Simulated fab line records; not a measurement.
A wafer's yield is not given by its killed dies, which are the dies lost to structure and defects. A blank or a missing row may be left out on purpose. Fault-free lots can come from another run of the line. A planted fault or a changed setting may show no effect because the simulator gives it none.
Which of the tools did it? / flow n5-finfet / 13 lots (35 wafers sampled), 1 step of a 1938-step route

## WHAT EACH GAUGE READ, for each wafer
N5_WELL_APT_INSPECT_38: inspects for defects (darkfield).
lot=L715; measured=day 1 23:28; on=defect-inspect-01; raw-defect-count=10 18 15
lot=L717; measured=day 2 10:59; on=defect-inspect-01; raw-defect-count=20 15 17
lot=L719; measured=day 2 22:38; on=defect-inspect-01; raw-defect-count=10 7 12
lot=L721; measured=day 3 11:24; on=defect-inspect-02; raw-defect-count=12 13 16
lot=L722; measured=day 3 16:41; on=defect-inspect-02; raw-defect-count=5 9
lot=L723; measured=day 3 23:31; on=defect-inspect-01; raw-defect-count=15 10 15
lot=L724; measured=day 4 04:53; on=defect-inspect-02; raw-defect-count=14 16 25
lot=L727; measured=day 4 22:50; on=defect-inspect-01; raw-defect-count=10 13 10
lot=L728; measured=day 5 04:47; on=defect-inspect-02; raw-defect-count=12 19 13
lot=L731; measured=day 5 23:05; on=defect-inspect-01; raw-defect-count=17
lot=L734; measured=day 6 18:40; on=defect-inspect-01; raw-defect-count=22 11 5
lot=L735; measured=day 6 23:34; on=defect-inspect-02; raw-defect-count=11 10 9
lot=L736; measured=day 7 04:46; on=defect-inspect-01; raw-defect-count=9 16

## WHAT TOOL EACH LOT RAN ON (gives the tool, then ch and the chambers of the sampled wafers, and finally the start)
The record holds no process step before these readings.

## WHAT THE TOOLS THEMSELVES READ (means of the sampled wafers that have a number; where no wafer has one, the mark that the record gives instead)
The record holds no such reading with a usual standard deviation.

## THE ANSWER, worked out from the rows above alone
Rule: what is usual is taken from the lots themselves. Put in order of their means at a reading, lots are off if they are a third of the lots or fewer, leave a main group of 4 or more, and stand apart from it by a gap of 3 or more times the standard deviation of the main group's means; of several such gaps the widest counts. A main group whose means are all the same, to the digits that the tables above print for the reading, isn't used. Also off: a lot with no number at a reading for which 4 or more lots have one. The other lots that the step has rows for count as sound. First the gauges in route order, then the tools' own readings, where a lot's mean is used as printed above. The first step at which some lot is off is used, and at that step the reading that is off furthest; a lot without a number counts as furthest.
No lot is off at any reading shown: from this, nothing can be told.

## WHAT WAS PUT IN BY THE SIMULATOR
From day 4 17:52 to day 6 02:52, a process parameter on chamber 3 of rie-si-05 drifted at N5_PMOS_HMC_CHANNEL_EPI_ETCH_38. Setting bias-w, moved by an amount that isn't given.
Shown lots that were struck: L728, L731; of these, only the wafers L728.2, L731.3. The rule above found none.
